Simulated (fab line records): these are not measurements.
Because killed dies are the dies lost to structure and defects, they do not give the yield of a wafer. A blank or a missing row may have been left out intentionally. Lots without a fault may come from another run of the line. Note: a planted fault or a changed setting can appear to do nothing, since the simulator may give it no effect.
What tool caused it? :: flow nand_harc :: 12 lots, 36 wafers sampled, at 4 steps of a route of 1302

== WHAT THE GAUGES SHOWED, per wafer ==
The record lacks any reading of a measuring or inspecting step that a usual standard deviation could be used to judge.

== WHICH TOOL RAN EACH LOT (tool, then ch and the chambers of the sampled wafers, then the start) ==
lot: L163
NHARC_A_SGD_CUT_ETCH_15: rie_diel-09 ch 0,1,2, day 19 19:36 or earlier
NHARC_A_SGD_CUT_CMP_21: cmp-03 ch 0,1,2, day 19 19:36
NHARC_A_SGD_CUT_ETCHBACK_24: rie_diel-05 ch 0,2,3, day 19 20:05
NHARC_A_SLIT_SOFTBAKE_04: litho_track-04 ch 0, day 20 00:00

lot: L165
NHARC_A_SGD_CUT_ETCH_15: rie_diel-09 ch 0,1,3, day 20 18:25 or earlier
NHARC_A_SGD_CUT_CMP_21: cmp-02 ch 0,1,3, day 20 18:25
NHARC_A_SGD_CUT_ETCHBACK_24: rie_diel-09 ch 0,1,2, day 20 18:53
NHARC_A_SLIT_SOFTBAKE_04: litho_track-04 ch 0, day 21 01:00

lot: L167
NHARC_A_SGD_CUT_ETCH_15: rie_diel-05 ch 0,1,3, day 21 14:46 or earlier
NHARC_A_SGD_CUT_CMP_21: cmp-03 ch 0,2, day 21 14:46
NHARC_A_SGD_CUT_ETCHBACK_24: rie_diel-05 ch 0,2, day 21 15:14
NHARC_A_SLIT_SOFTBAKE_04: litho_track-06 ch 0, day 21 19:00

lot: L169
NHARC_A_SGD_CUT_ETCH_15: rie_diel-11 ch 2,3, day 22 06:29 or earlier
NHARC_A_SGD_CUT_CMP_21: cmp-03 ch 0,1,2, day 22 06:29
NHARC_A_SGD_CUT_ETCHBACK_24: rie_diel-09 ch 1,3, day 22 06:56
NHARC_A_SLIT_SOFTBAKE_04: litho_track-06 ch 0, day 22 11:00

lot: L170
NHARC_A_SGD_CUT_ETCH_15: rie_diel-05 ch 0,1,3, day 23 04:25 or earlier
NHARC_A_SGD_CUT_CMP_21: cmp-01 ch 0,1,3, day 23 04:25
NHARC_A_SGD_CUT_ETCHBACK_24: rie_diel-05 ch 0,1,3, day 23 04:53
NHARC_A_SLIT_SOFTBAKE_04: litho_track-06 ch 0, day 23 09:00

lot: L171
NHARC_A_SGD_CUT_ETCH_15: rie_diel-11 ch 2,3, day 23 15:41 or earlier
NHARC_A_SGD_CUT_CMP_21: cmp-02 ch 0,2, day 23 15:41
NHARC_A_SGD_CUT_ETCHBACK_24: rie_diel-09 ch 0,1,2, day 23 16:10
NHARC_A_SLIT_SOFTBAKE_04: litho_track-06 ch 0, day 23 21:00

lot: L173
NHARC_A_SGD_CUT_ETCH_15: rie_diel-09 ch 0,2,3, day 23 23:27 or earlier
NHARC_A_SGD_CUT_CMP_21: cmp-01 ch 0,1,3, day 23 23:27
NHARC_A_SGD_CUT_ETCHBACK_24: rie_diel-11 ch 0,1,3, day 23 23:55
NHARC_A_SLIT_SOFTBAKE_04: litho_track-01 ch 0, day 24 06:00

lot: L182
NHARC_A_SGD_CUT_ETCH_15: rie_diel-05 ch 0,1,3, day 27 08:38 or earlier
NHARC_A_SGD_CUT_CMP_21: cmp-01 ch 0,1,3, day 27 08:38
NHARC_A_SGD_CUT_ETCHBACK_24: rie_diel-05 ch 0,1, day 27 09:03
NHARC_A_SLIT_SOFTBAKE_04: litho_track-04 ch 0, day 27 16:00

lot: L181
NHARC_A_SGD_CUT_ETCH_15: rie_diel-11 ch 2,3, day 27 08:38 or earlier
NHARC_A_SGD_CUT_CMP_21: cmp-02 ch 0,2,3, day 27 08:38
NHARC_A_SGD_CUT_ETCHBACK_24: rie_diel-11 ch 1,2,3, day 27 09:07
NHARC_A_SLIT_SOFTBAKE_04: litho_track-06 ch 0, day 27 17:00

lot: L184
NHARC_A_SGD_CUT_ETCH_15: rie_diel-11 ch 0,1,3, day 28 06:35 or earlier
NHARC_A_SGD_CUT_CMP_21: cmp-02 ch 0,1,2, day 28 06:35
NHARC_A_SGD_CUT_ETCHBACK_24: rie_diel-05 ch 0,2, day 28 07:03
NHARC_A_SLIT_SOFTBAKE_04: litho_track-06 ch 0, day 28 11:00

lot: L183
NHARC_A_SGD_CUT_ETCH_15: rie_diel-09 ch 0,1, day 28 06:43 or earlier
NHARC_A_SGD_CUT_CMP_21: cmp-01 ch 0,2, day 28 06:43
NHARC_A_SGD_CUT_ETCHBACK_24: rie_diel-11 ch 0,2, day 28 07:11
NHARC_A_SLIT_SOFTBAKE_04: litho_track-01 ch 0, day 28 11:00

lot: L185
NHARC_A_SGD_CUT_ETCH_15: rie_diel-09 ch 1,2, day 29 04:07 or earlier
NHARC_A_SGD_CUT_CMP_21: cmp-02 ch 0,2,3, day 29 04:07
NHARC_A_SGD_CUT_ETCHBACK_24: rie_diel-05 ch 1,2, day 29 04:31
NHARC_A_SLIT_SOFTBAKE_04: litho_track-06 ch 0, day 29 14:00
- NHARC_A_SGD_CUT_ETCH_15: etches the open film in CH3F/O2, target depth 75 nm, time 64.3 s.
- NHARC_A_SGD_CUT_CMP_21: polishes, target thk 148.19 nm.
- NHARC_A_SGD_CUT_ETCHBACK_24: etches the open film in CH3F/O2, target depth 50 nm, time 92.857 s.
- NHARC_A_SLIT_SOFTBAKE_04: time 55 s.

== AS READ BY THE TOOLS THEMSELVES (means over the sampled wafers that have a number; for cases with no such wafer, the mark the record gives instead) ==
NHARC_A_SGD_CUT_ETCH_15. Usual: drypump_motor_current_A 5.9 A, standard deviation 0.39; mfc_ar_sccm 200.0 sccm, standard deviation 0.56; oes_product_au 0.964 a.u., standard deviation 0.021; rf_vpp_V 264.0 V, standard deviation 1.7; showerhead_plenum_p_Torr 2.47 Torr, standard deviation 0.096; throttle_valve_pct 20.662 %, standard deviation 0.0083.
lot: L163
tool: rie_diel-09
drypump_motor_current_A (A): 5.9
mfc_ar_sccm (sccm): 200.2
oes_product_au (a.u.): 0.963
rf_vpp_V (V): 265.6
showerhead_plenum_p_Torr (Torr): 2.55
throttle_valve_pct (%): 20.660
flag: 

lot: L165
tool: rie_diel-09
drypump_motor_current_A (A): 6.0
mfc_ar_sccm (sccm): 200.5
oes_product_au (a.u.): 0.968
rf_vpp_V (V): 265.5
showerhead_plenum_p_Torr (Torr): 2.52
throttle_valve_pct (%): 20.658
flag: 

lot: L167
tool: rie_diel-05
drypump_motor_current_A (A): 5.7
mfc_ar_sccm (sccm): 199.8
oes_product_au (a.u.): 0.969
rf_vpp_V (V): 264.6
showerhead_plenum_p_Torr (Torr): 2.48
throttle_valve_pct (%): 20.659
flag: 

lot: L169
tool: rie_diel-11
drypump_motor_current_A (A): 5.6
mfc_ar_sccm (sccm): 199.7
oes_product_au (a.u.): 0.971
rf_vpp_V (V): 263.4
showerhead_plenum_p_Torr (Torr): 2.45
throttle_valve_pct (%): 20.668
flag: 

lot: L170
tool: rie_diel-05
drypump_motor_current_A (A): 5.7
mfc_ar_sccm (sccm): 199.9
oes_product_au (a.u.): 0.961
rf_vpp_V (V): 263.8
showerhead_plenum_p_Torr (Torr): 2.48
throttle_valve_pct (%): 20.663
flag: 

lot: L171
tool: rie_diel-11
drypump_motor_current_A (A): 5.7
mfc_ar_sccm (sccm): 200.3
oes_product_au (a.u.): 0.996
rf_vpp_V (V): 262.6
showerhead_plenum_p_Torr (Torr): 2.42
throttle_valve_pct (%): 20.668
flag: 

lot: L173
tool: rie_diel-09
drypump_motor_current_A (A): 6.0
mfc_ar_sccm (sccm): 200.0
oes_product_au (a.u.): 0.986
rf_vpp_V (V): 265.2
showerhead_plenum_p_Torr (Torr): 2.52
throttle_valve_pct (%): 20.650
flag: 

lot: L182
tool: rie_diel-05
drypump_motor_current_A (A): 5.7
mfc_ar_sccm (sccm): 200.0
oes_product_au (a.u.): 0.977
rf_vpp_V (V): 264.7
showerhead_plenum_p_Torr (Torr): 2.47
throttle_valve_pct (%): 20.675
flag: 

lot: L181
tool: rie_diel-11
drypump_motor_current_A (A): 5.7
mfc_ar_sccm (sccm): 200.1
oes_product_au (a.u.): 0.968
rf_vpp_V (V): 263.5
showerhead_plenum_p_Torr (Torr): 2.44
throttle_valve_pct (%): 20.662
flag: 

lot: L184
tool: rie_diel-11
drypump_motor_current_A (A): 6.2
mfc_ar_sccm (sccm): 200.3
oes_product_au (a.u.): 0.953
rf_vpp_V (V): 263.1
showerhead_plenum_p_Torr (Torr): 2.40
throttle_valve_pct (%): 20.661
flag: 

lot: L183
tool: rie_diel-09
drypump_motor_current_A (A): 5.9
mfc_ar_sccm (sccm): 200.2
oes_product_au (a.u.): 0.979
rf_vpp_V (V): 265.7
showerhead_plenum_p_Torr (Torr): 2.55
throttle_valve_pct (%): 20.660
flag: 

lot: L185
tool: rie_diel-09
drypump_motor_current_A (A): 5.9
mfc_ar_sccm (sccm): 199.9
oes_product_au (a.u.): 0.985
rf_vpp_V (V): 264.3
showerhead_plenum_p_Torr (Torr): 2.51
throttle_valve_pct (%): 20.671
flag: 

NHARC_A_SGD_CUT_CMP_21. Usual: motor_current_A 12.1 A, standard deviation 1.3; time_to_endpoint_s 49 s, standard deviation 3.4.
lot: L163
tool: cmp-03
motor_current_A (A): 10.6
time_to_endpoint_s (s): 49
flag: 

lot: L165
tool: cmp-02
motor_current_A (A): 12.3
time_to_endpoint_s (s): 48
flag: 

lot: L167
tool: cmp-03
motor_current_A (A): 10.8
time_to_endpoint_s (s): 47
flag: 

lot: L169
tool: cmp-03
motor_current_A (A): 10.8
time_to_endpoint_s (s): 50
flag: 

lot: L170
tool: cmp-01
motor_current_A (A): 12.2
time_to_endpoint_s (s): 50
flag: 

lot: L171
tool: cmp-02
motor_current_A (A): 10.6
time_to_endpoint_s (s): 46
flag: 

lot: L173
tool: cmp-01
motor_current_A (A): 12.1
time_to_endpoint_s (s): 49
flag: 

lot: L182
tool: cmp-01
motor_current_A (A): 12.7
time_to_endpoint_s (s): 46
flag: 

lot: L181
tool: cmp-02
motor_current_A (A): 12.0
time_to_endpoint_s (s): 53
flag: 

lot: L184
tool: cmp-02
motor_current_A (A): 11.4
time_to_endpoint_s (s): 53
flag: 

lot: L183
tool: cmp-01
motor_current_A (A): 12.7
time_to_endpoint_s (s): 47
flag: 

lot: L185
tool: cmp-02
motor_current_A (A): 12.0
time_to_endpoint_s (s): 49
flag: 

NHARC_A_SGD_CUT_ETCHBACK_24. Usual: drypump_motor_current_A 5.8 A, standard deviation 0.44; mfc_ar_sccm 200.0 sccm, standard deviation 0.59; oes_product_au 0.97 a.u., standard deviation 0.035; rf_vpp_V 244.5 V, standard deviation 1.7; showerhead_plenum_p_Torr 2.48 Torr, standard deviation 0.1; throttle_valve_pct 20.664 %, standard deviation 0.008.
lot: L163
tool: rie_diel-05
drypump_motor_current_A (A): 5.5
mfc_ar_sccm (sccm): 199.5
oes_product_au (a.u.): 1.00
rf_vpp_V (V): 244.9
showerhead_plenum_p_Torr (Torr): 2.53
throttle_valve_pct (%): 20.660
flag: 

lot: L165
tool: rie_diel-09
drypump_motor_current_A (A): 5.9
mfc_ar_sccm (sccm): 200.0
oes_product_au (a.u.): 0.93
rf_vpp_V (V): 245.6
showerhead_plenum_p_Torr (Torr): 2.55
throttle_valve_pct (%): 20.664
flag: 

lot: L167
tool: rie_diel-05
drypump_motor_current_A (A): 5.1
mfc_ar_sccm (sccm): 200.2
oes_product_au (a.u.): 0.93
rf_vpp_V (V): 245.3
showerhead_plenum_p_Torr (Torr): 2.47
throttle_valve_pct (%): 20.665
flag: 

lot: L169
tool: rie_diel-09
drypump_motor_current_A (A): 6.0
mfc_ar_sccm (sccm): 200.3
oes_product_au (a.u.): 0.99
rf_vpp_V (V): 244.6
showerhead_plenum_p_Torr (Torr): 2.49
throttle_valve_pct (%): 20.666
flag: 

lot: L170
tool: rie_diel-05
drypump_motor_current_A (A): 5.7
mfc_ar_sccm (sccm): 200.1
oes_product_au (a.u.): 0.93
rf_vpp_V (V): 244.7
showerhead_plenum_p_Torr (Torr): 2.48
throttle_valve_pct (%): 20.663
flag: 

lot: L171
tool: rie_diel-09
drypump_motor_current_A (A): 5.9
mfc_ar_sccm (sccm): 199.9
oes_product_au (a.u.): 1.00
rf_vpp_V (V): 245.9
showerhead_plenum_p_Torr (Torr): 2.55
throttle_valve_pct (%): 20.661
flag: 

lot: L173
tool: rie_diel-11
drypump_motor_current_A (A): 6.2
mfc_ar_sccm (sccm): 200.0
oes_product_au (a.u.): 1.00
rf_vpp_V (V): 242.6
showerhead_plenum_p_Torr (Torr): 2.41
throttle_valve_pct (%): 20.656
flag: 

lot: L182
tool: rie_diel-05
drypump_motor_current_A (A): 5.5
mfc_ar_sccm (sccm): 200.0
oes_product_au (a.u.): 0.94
rf_vpp_V (V): 243.4
showerhead_plenum_p_Torr (Torr): 2.38
throttle_valve_pct (%): 20.664
flag: 

lot: L181
tool: rie_diel-11
drypump_motor_current_A (A): 5.9
mfc_ar_sccm (sccm): 199.8
oes_product_au (a.u.): 0.94
rf_vpp_V (V): 243.1
showerhead_plenum_p_Torr (Torr): 2.38
throttle_valve_pct (%): 20.654
flag: 

lot: L184
tool: rie_diel-05
drypump_motor_current_A (A): 5.2
mfc_ar_sccm (sccm): 200.6
oes_product_au (a.u.): 1.00
rf_vpp_V (V): 245.0
showerhead_plenum_p_Torr (Torr): 2.49
throttle_valve_pct (%): 20.666
flag: 

lot: L183
tool: rie_diel-11
drypump_motor_current_A (A): 6.1
mfc_ar_sccm (sccm): 200.1
oes_product_au (a.u.): 1.00
rf_vpp_V (V): 245.6
showerhead_plenum_p_Torr (Torr): 2.52
throttle_valve_pct (%): 20.666
flag: 

lot: L185
tool: rie_diel-05
drypump_motor_current_A (A): 5.5
mfc_ar_sccm (sccm): 199.9
oes_product_au (a.u.): 1.01
rf_vpp_V (V): 243.0
showerhead_plenum_p_Torr (Torr): 2.40
throttle_valve_pct (%): 20.674
flag: 

NHARC_A_SLIT_SOFTBAKE_04. Usual: 188.47 W for heater_power_total_W, sd 0.14.
lot: L163
tool: litho_track-04
heater_power_total_W (W): 188.60
flag: 

lot: L165
tool: litho_track-04
heater_power_total_W (W): 188.37
flag: 

lot: L167
tool: litho_track-06
heater_power_total_W (W): 188.39
flag: 

lot: L169
tool: litho_track-06
heater_power_total_W (W): 188.49
flag: 

lot: L170
tool: litho_track-06
heater_power_total_W (W): 226.25
flag: OFF

lot: L171
tool: litho_track-06
heater_power_total_W (W): 226.30
flag: OFF

lot: L173
tool: litho_track-01
heater_power_total_W (W): 188.52
flag: 

lot: L182
tool: litho_track-04
heater_power_total_W (W): 188.54
flag: 

lot: L181
tool: litho_track-06
heater_power_total_W (W): 188.33
flag: 

lot: L184
tool: litho_track-06
heater_power_total_W (W): 188.36
flag: 

lot: L183
tool: litho_track-01
heater_power_total_W (W): 188.56
flag: 

lot: L185
tool: litho_track-06
heater_power_total_W (W): 188.59
flag: 

== THE ANSWER, worked out from the rows above alone ==
Rule: take the mean of a lot's wafers that have a number; if it is more than 3 standard deviations from the usual mean, the lot is off. Also off: a lot with no number at a reading for which 4 or more lots have one. Where the step has rows for the other lots, those lots are counted as sound. After the gauges, taken in route order, come the tools' own readings; for these a lot's mean is taken, as printed above. At the first step where some lot is off, the reading lying furthest off is the one used; lots without a number count as furthest.
Off at NHARC_A_SLIT_SOFTBAKE_04 (heater_power_total_W): L170, L171.
If a tool, at that step or one of the process steps before it, ran each lot that is off and ran no sound lot following the first of them, it fits. NHARC_A_SGD_CUT_ETCH_15 gives no start for some lots, so the hours and the order of its lots are those of NHARC_A_SGD_CUT_CMP_21. Not one of the candidates tried fits.

== WHAT WAS PUT IN BY THE SIMULATOR ==
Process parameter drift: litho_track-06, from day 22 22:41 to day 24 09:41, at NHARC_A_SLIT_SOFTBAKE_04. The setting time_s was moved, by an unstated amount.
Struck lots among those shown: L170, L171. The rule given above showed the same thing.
